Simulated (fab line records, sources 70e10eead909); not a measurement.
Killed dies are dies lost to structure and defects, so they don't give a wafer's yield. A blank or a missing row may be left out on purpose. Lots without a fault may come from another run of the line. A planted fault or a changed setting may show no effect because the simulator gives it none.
Which tool did it? | flow nand_harc | 11 lots, 33 wafers sampled, at 5 steps of a route of 1302

WHAT THE GAUGES READ, wafer by wafer
NHARC_END_SORT_01. Usual: killed_at_array 49, standard deviation 18; killed_at_other 0.7, standard deviation 1.1; killed_at_periphery 4.0, standard deviation 2.6; killed_dies 54, standard deviation 19; killed_open 3.4, standard deviation 1.7; killed_short 2.5, standard deviation 1.7.
lot  | measured     | on        | killed_at_array | killed_at_other | killed_at_periphery | killed_dies | killed_open | killed_short | flag
L482 | day 29 07:04 | prober-02 | 673 673 670     | 0 0 0           | 4 4 7               | 677 677 677 | 4 4 3       | 6 1 5        | OFF
L483 | day 29 07:48 | prober-01 | 667 665 670     | 4 0 0           | 6 12 7              | 677 677 677 | 1 5 7       | 3 2 0        | OFF
L484 | day 29 21:17 | prober-01 | 671 673 668     | 1 1 2           | 5 3 7               | 677 677 677 | 3 3 4       | 3 1 1        | OFF

WHICH TOOL RAN EACH LOT (tool, then ch and the chambers of the sampled wafers, then the start)
lot  | NHARC_A_CHANNEL_HOLE_D2_ETCH_44    | NHARC_A_CHANNEL_FILL_D2_ETCHBACK_19 | NHARC_A_CHANNEL_FILL_D2_STRIP_28   | NHARC_A_CHANNEL_FILL_D2_STRIP_29
L470 | rie_diel-06 ch 2,3, day 13 07:24   | rie_si-03 ch 0,2, day 14 10:26      | rie_diel-05 ch 0,1,2, day 14 10:38 | rie_diel-05 ch 0,2, no start
L474 | rie_diel-06 ch 1,3, day 14 21:07   | rie_si-03 ch 2,3, day 15 22:55      | rie_diel-05 ch 0,2,3, day 15 23:08 | rie_diel-05 ch 1,2, no start
L477 | rie_diel-06 ch 1,2,3, day 16 08:36 | rie_si-05 ch 0,2,3, day 17 12:50    | rie_diel-05 ch 1,2, day 17 13:02   | rie_diel-12 ch 1,2,3, no start
L478 | rie_diel-04 ch 0,1, day 16 19:30   | rie_si-03 ch 0,1,2, day 18 00:30    | rie_diel-02 ch 2,3, day 18 00:45   | rie_diel-02 ch 0,2,3, no start
L479 | rie_diel-04 ch 0,1, day 16 22:28   | rie_si-04 ch 0,2, day 18 00:30      | rie_diel-02 ch 1,3, day 18 00:48   | rie_diel-05 ch 0,3, no start
L482 | rie_diel-06 ch 0,1,2, day 18 09:29 | rie_si-04 ch 1,3, day 19 14:10      | rie_diel-02 ch 1,2,3, day 19 14:22 | rie_diel-02 ch 1,3, day 29 07:04 or earlier
L483 | rie_diel-06 ch 1,3, day 18 17:58   | rie_si-05 ch 0,2, day 19 18:44      | rie_diel-05 ch 0,2, day 19 18:56   | rie_diel-02 ch 0,3, day 29 07:48 or earlier
L484 | rie_diel-01 ch 1,3, day 19 12:16   | rie_si-05 ch 0,1,2, day 20 13:37    | rie_diel-05 ch 1,3, day 20 13:49   | rie_diel-05 ch 1,2, day 29 21:17 or earlier
L490 | rie_diel-06 ch 0,3, day 21 18:49   | rie_si-03 ch 1,2, day 22 20:20      | rie_diel-05 ch 0,1,3, day 22 20:33 | rie_diel-05 ch 1,2, no start
L491 | rie_diel-04 ch 1,2,3, day 22 05:13 | rie_si-03 ch 0,1,3, day 23 09:34    | rie_diel-02 ch 1,2, day 23 09:46   | rie_diel-05 ch 0,3, day 24 03:03
L493 | rie_diel-01 ch 2,3, day 22 21:22   | rie_si-03 ch 0,3, day 23 22:38      | rie_diel-02 ch 1,2,3, day 23 22:52 | rie_diel-12 ch 0,1,3, no start
- NHARC_A_CHANNEL_HOLE_D2_ETCH_44: etches the open film in CF4/O2, target depth 140 nm, overetch 14 nm, time 77 s.
- NHARC_A_CHANNEL_FILL_D2_ETCHBACK_19: etches the open film in HBr/Cl2, target depth 5 nm, time 1.7 s.
- NHARC_A_CHANNEL_FILL_D2_STRIP_28: strips in O2, time 20 s.
- NHARC_A_CHANNEL_FILL_D2_STRIP_29: strips in O2, time 20 s.

WHAT THE TOOLS THEMSELVES READ (means of the sampled wafers that have a number; where no wafer has one, the mark that the record gives instead)
NHARC_A_CHANNEL_HOLE_D2_ETCH_44. Usual: drypump_motor_current_A 6.0 A, standard deviation 0.38; oes_o_777_au 1.000 a.u., standard deviation 0.0044; oes_product_au 1.002 a.u., standard deviation 0.0097; rf_vpp_V 197.7 V, standard deviation 1.3; showerhead_plenum_p_Torr 1.33 Torr, standard deviation 0.05; throttle_valve_pct 13.397 %, standard deviation 0.0088.
lot  | tool        | drypump_motor_current_A (A) | oes_o_777_au (a.u.) | oes_product_au (a.u.) | rf_vpp_V (V) | showerhead_plenum_p_Torr (Torr) | throttle_valve_pct (%) | flag
L470 | rie_diel-06 | 6.2                         | 0.998               | 1.009                 | 197.2        | 1.28                            | 13.396                 |
L474 | rie_diel-06 | 5.9                         | 1.005               | 1.005                 | 198.5        | 1.31                            | 13.400                 |
L477 | rie_diel-06 | 6.1                         | 0.997               | 1.001                 | 198.1        | 1.33                            | 13.395                 |
L478 | rie_diel-04 | 5.5                         | 1.003               | 1.007                 | 198.9        | 1.38                            | 13.394                 |
L479 | rie_diel-04 | 5.6                         | 1.001               | 1.006                 | 197.5        | 1.36                            | 13.394                 |
L482 | rie_diel-06 | 6.2                         | 1.002               | 1.005                 | 197.8        | 1.34                            | 13.409                 |
L483 | rie_diel-06 | 5.9                         | 0.996               | 1.007                 | 197.7        | 1.35                            | 13.401                 |
L484 | rie_diel-01 | 6.0                         | 0.999               | 0.984                 | 196.9        | 1.30                            | 13.387                 |
L490 | rie_diel-06 | 6.0                         | 1.001               | 1.009                 | 196.6        | 1.28                            | 13.400                 |
L491 | rie_diel-04 | 5.6                         | 1.006               | 1.004                 | 199.3        | 1.39                            | 13.397                 |
L493 | rie_diel-01 | 5.8                         | 0.998               | 0.998                 | 197.9        | 1.31                            | 13.406                 |

NHARC_A_CHANNEL_FILL_D2_ETCHBACK_19. Usual: drypump_motor_current_A 5.7 A, standard deviation 0.51; oes_product_au 1.002 a.u., standard deviation 0.01; throttle_valve_pct 26.406 %, standard deviation 0.0087.
lot  | tool      | drypump_motor_current_A (A) | oes_product_au (a.u.) | throttle_valve_pct (%) | flag
L470 | rie_si-03 | 5.1                         | 1.010                 | 26.402                 |
L474 | rie_si-03 | 6.1                         | 0.995                 | 26.400                 |
L477 | rie_si-05 | 5.7                         | 0.997                 | 26.405                 |
L478 | rie_si-03 | 5.2                         | 0.998                 | 26.409                 |
L479 | rie_si-04 | 5.7                         | 0.993                 | 26.419                 |
L482 | rie_si-04 | 5.5                         | 1.001                 | 26.397                 |
L483 | rie_si-05 | 5.5                         | 1.014                 | 26.412                 |
L484 | rie_si-05 | 5.9                         | 1.004                 | 26.414                 |
L490 | rie_si-03 | 5.3                         | 1.004                 | 26.402                 |
L491 | rie_si-03 | 5.5                         | 1.012                 | 26.406                 |
L493 | rie_si-03 | 5.9                         | 1.006                 | 26.407                 |

NHARC_A_CHANNEL_FILL_D2_STRIP_28. Usual: chamber_pressure_mTorr 60.00 mTorr, standard deviation 0.053; drypump_motor_current_A 6.0 A, standard deviation 0.51; oes_product_au 1.000 a.u., standard deviation 0.0096; rf_vpp_V 58.0 V, standard deviation 0.95; showerhead_plenum_p_Torr 3.57 Torr, standard deviation 0.12; throttle_valve_pct 17.036 %, standard deviation 0.0091.
lot  | tool        | chamber_pressure_mTorr (mTorr) | drypump_motor_current_A (A) | oes_product_au (a.u.) | rf_vpp_V (V) | showerhead_plenum_p_Torr (Torr) | throttle_valve_pct (%) | flag
L470 | rie_diel-05 | 60.06                          | 6.1                         | 0.998                 | 57.9         | 3.57                            | 17.036                 |
L474 | rie_diel-05 | 60.01                          | 5.5                         | 1.004                 | 58.7         | 3.60                            | 17.033                 |
L477 | rie_diel-05 | 60.03                          | 5.9                         | 0.996                 | 57.9         | 3.55                            | 17.039                 |
L478 | rie_diel-02 | 60.04                          | 5.9                         | 1.002                 | 58.1         | 3.59                            | 17.039                 |
L479 | rie_diel-02 | 60.08                          | 5.8                         | 1.010                 | 58.4         | 3.68                            | 17.037                 |
L482 | rie_diel-02 | -                              | -                           | -                     | -            | -                               | -                      | OFF
L483 | rie_diel-05 | -                              | -                           | -                     | -            | -                               | -                      | OFF
L484 | rie_diel-05 | -                              | -                           | -                     | -            | -                               | -                      | OFF
L490 | rie_diel-05 | 60.00                          | 5.8                         | 0.996                 | 57.8         | 3.53                            | 17.040                 |
L491 | rie_diel-02 | 59.99                          | 6.3                         | 0.999                 | 58.0         | 3.66                            | 17.029                 |
L493 | rie_diel-02 | 60.03                          | 6.1                         | 0.998                 | 59.1         | 3.63                            | 17.033                 |

NHARC_A_CHANNEL_FILL_D2_STRIP_29. Usual: chamber_pressure_mTorr 60.00 mTorr, standard deviation 0.054; drypump_motor_current_A 5.9 A, standard deviation 0.53; oes_product_au 1.000 a.u., standard deviation 0.0099; rf_vpp_V 57.9 V, standard deviation 0.89; showerhead_plenum_p_Torr 3.57 Torr, standard deviation 0.12; throttle_valve_pct 17.037 %, standard deviation 0.0095.
lot  | tool        | chamber_pressure_mTorr (mTorr) | drypump_motor_current_A (A) | oes_product_au (a.u.) | rf_vpp_V (V) | showerhead_plenum_p_Torr (Torr) | throttle_valve_pct (%) | flag
L470 | rie_diel-05 | 59.99                          | 5.9                         | 1.002                 | 59.2         | 3.65                            | 17.039                 |
L474 | rie_diel-05 | 59.97                          | 5.9                         | 0.993                 | 57.8         | 3.55                            | 17.036                 |
L477 | rie_diel-12 | 60.01                          | 5.8                         | 1.006                 | 57.7         | 3.67                            | 17.035                 |
L478 | rie_diel-02 | 60.07                          | 6.1                         | 1.000                 | 58.3         | 3.51                            | 17.041                 |
L479 | rie_diel-05 | 60.00                          | 5.2                         | 1.003                 | 58.9         | 3.57                            | 17.033                 |
L482 | rie_diel-02 | 59.98                          | 5.8                         | 1.014                 | 58.0         | 3.68                            | 17.031                 |
L483 | rie_diel-02 | 60.00                          | 5.9                         | 0.996                 | 58.0         | 3.56                            | 17.040                 |
L484 | rie_diel-05 | 60.03                          | 5.9                         | 1.002                 | 58.0         | 3.55                            | 17.043                 |
L490 | rie_diel-05 | 59.90                          | 5.9                         | 1.000                 | 58.0         | 3.55                            | 17.030                 |
L491 | rie_diel-05 | 59.93                          | 5.7                         | 0.988                 | 57.8         | 3.61                            | 17.034                 |
L493 | rie_diel-12 | 60.01                          | 5.7                         | 0.998                 | 57.9         | 3.68                            | 17.037                 |

THE ANSWER, worked out from the rows above alone
Rule: a lot is off if the mean of its wafers that have a number lies more than 3 standard deviations from the usual mean. A lot without any number at a reading at which 4 lots or more have one is off too. The other lots that the step has rows for count as sound. The gauges are gone through in route order, then the tools' own readings, and for those a lot's mean is taken as printed above. The first step at which some lot is off is used, and at that step the reading that is off furthest; a lot without a number counts as furthest.
Off: L482, L483, L484, at NHARC_END_SORT_01 (killed_at_array). Neither off nor sound, because the step has no rows for them: L470, L474, L477, L478, L479, L490, L491, L493.
A tool fits if, at a process step before that reading, it ran every lot that is off, and no sound lot after the first of them. The gauges at NHARC_END_SORT_01 aren't tried: what is off there is off at NHARC_A_CHANNEL_FILL_D2_STRIP_28 too, on other tools, and a gauge's error can't cause that. NHARC_A_CHANNEL_FILL_D2_STRIP_29 gives no start for some lots, so the hours and the order of its lots are those of NHARC_END_SORT_01. None of those tried fits.

WHAT THE SIMULATOR HAD PUT IN
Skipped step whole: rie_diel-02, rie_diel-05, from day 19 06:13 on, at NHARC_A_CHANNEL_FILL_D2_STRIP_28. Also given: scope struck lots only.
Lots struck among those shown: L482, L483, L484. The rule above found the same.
